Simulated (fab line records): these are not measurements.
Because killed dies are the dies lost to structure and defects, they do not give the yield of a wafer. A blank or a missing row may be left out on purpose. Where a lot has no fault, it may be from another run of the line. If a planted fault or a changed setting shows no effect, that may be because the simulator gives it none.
Matching of chambers :: flow n5_finfet :: N5_BEOL_M0_SAQP_ETCH_101 on rie_diel-06: 4 sister chambers
The step etches SiNx in CH3F/O2, target depth 29.9 nm, time 42.7 s. 14 wafers are shown with their chamber, then 7 later ones without.

== WAFERS WITH THEIR CHAMBER ==
wafer: L076.2
chamber: 1
showerhead_plenum_p_Torr (Torr): 1.85
oes_product_au (a.u.): 0.80
throttle_valve_pct (%): 16.14

wafer: L076.3
chamber: 0
showerhead_plenum_p_Torr (Torr): 2.07
oes_product_au (a.u.): 0.75
throttle_valve_pct (%): 16.54

wafer: L076.5
chamber: 0
showerhead_plenum_p_Torr (Torr): 2.07
oes_product_au (a.u.): 0.75
throttle_valve_pct (%): 16.53

wafer: L080.1
chamber: 3
showerhead_plenum_p_Torr (Torr): 1.97
oes_product_au (a.u.): 0.72
throttle_valve_pct (%): 16.50

wafer: L080.3
chamber: 0
showerhead_plenum_p_Torr (Torr): 2.07
oes_product_au (a.u.): 0.74
throttle_valve_pct (%): 16.54

wafer: L080.5
chamber: 3
showerhead_plenum_p_Torr (Torr): 1.97
oes_product_au (a.u.): 0.73
throttle_valve_pct (%): 16.50

wafer: L082.2
chamber: 1
showerhead_plenum_p_Torr (Torr): 1.84
oes_product_au (a.u.): 0.79
throttle_valve_pct (%): 16.17

wafer: L082.3
chamber: 0
showerhead_plenum_p_Torr (Torr): 2.07
oes_product_au (a.u.): 0.74
throttle_valve_pct (%): 16.55

wafer: L082.5
chamber: 1
showerhead_plenum_p_Torr (Torr): 1.84
oes_product_au (a.u.): 0.79
throttle_valve_pct (%): 16.17

wafer: L083.3
chamber: 2
showerhead_plenum_p_Torr (Torr): 2.13
oes_product_au (a.u.): 0.95
throttle_valve_pct (%): 16.14

wafer: L083.4
chamber: 3
showerhead_plenum_p_Torr (Torr): 1.97
oes_product_au (a.u.): 0.72
throttle_valve_pct (%): 16.52

wafer: L083.5
chamber: 3
showerhead_plenum_p_Torr (Torr): 1.97
oes_product_au (a.u.): 0.72
throttle_valve_pct (%): 16.53

wafer: L085.2
chamber: 1
showerhead_plenum_p_Torr (Torr): 1.84
oes_product_au (a.u.): 0.78
throttle_valve_pct (%): 16.17

wafer: L085.3
chamber: 3
showerhead_plenum_p_Torr (Torr): 1.97
oes_product_au (a.u.): 0.72
throttle_valve_pct (%): 16.54

SIGNATURES, as means of the wafers listed above
reading: showerhead_plenum_p_Torr
chamber 0: 2.0700
chamber 1: 1.8425
chamber 2: 2.1300
chamber 3: 1.9700
scatter within a chamber: 0.00274

reading: oes_product_au
chamber 0: 0.7450
chamber 1: 0.7900
chamber 2: 0.9500
chamber 3: 0.7220
scatter within a chamber: 0.00616

reading: throttle_valve_pct
chamber 0: 16.5400
chamber 1: 16.1625
chamber 2: 16.1400
chamber 3: 16.5180
scatter within a chamber: 0.0147
Rule: for a wafer and a chamber, the distance is found by dividing, reading by reading, the gap between the wafer's reading and the chamber's mean by the reading's scatter, squaring, summing and taking the root. The wafer belongs to the nearest chamber; if the next one is less than 2 further off, it can't be placed. The scatter: the root of (the sum of the squares of (reading less its chamber's mean) over the shown wafers, divided by (wafers less chambers)).

== WAFERS WITHOUT THEIR CHAMBER ==
wafer: L085.5
showerhead_plenum_p_Torr (Torr): 1.97
oes_product_au (a.u.): 0.72
throttle_valve_pct (%): 16.53

wafer: L087.1
showerhead_plenum_p_Torr (Torr): 1.97
oes_product_au (a.u.): 0.72
throttle_valve_pct (%): 16.55

wafer: L087.4
showerhead_plenum_p_Torr (Torr): 1.84
oes_product_au (a.u.): 0.77
throttle_valve_pct (%): 16.18

wafer: L087.5
showerhead_plenum_p_Torr (Torr): 2.06
oes_product_au (a.u.): 0.72
throttle_valve_pct (%): 16.59

wafer: L096.2
showerhead_plenum_p_Torr (Torr): 2.12
oes_product_au (a.u.): 0.89
throttle_valve_pct (%): 16.16

wafer: L096.3
showerhead_plenum_p_Torr (Torr): 2.06
oes_product_au (a.u.): 0.70
throttle_valve_pct (%): 16.62

wafer: L096.5
showerhead_plenum_p_Torr (Torr): 2.06
oes_product_au (a.u.): 0.71
throttle_valve_pct (%): 16.61

== WHICH CHAMBER EACH WENT THROUGH ==
wafer: L085.5
from the rows above: 3
in truth: 3

wafer: L087.1
from the rows above: 3
in truth: 3

wafer: L087.4
from the rows above: 1
in truth: 1

wafer: L087.5
from the rows above: 0
in truth: 0

wafer: L096.2
from the rows above: 2
in truth: 2

wafer: L096.3
from the rows above: 0
in truth: 0

wafer: L096.5
from the rows above: 0
in truth: 0
Correct placement for 7 of the 7. Left unplaced by these rows: 0. Number placed wrongly: 0.
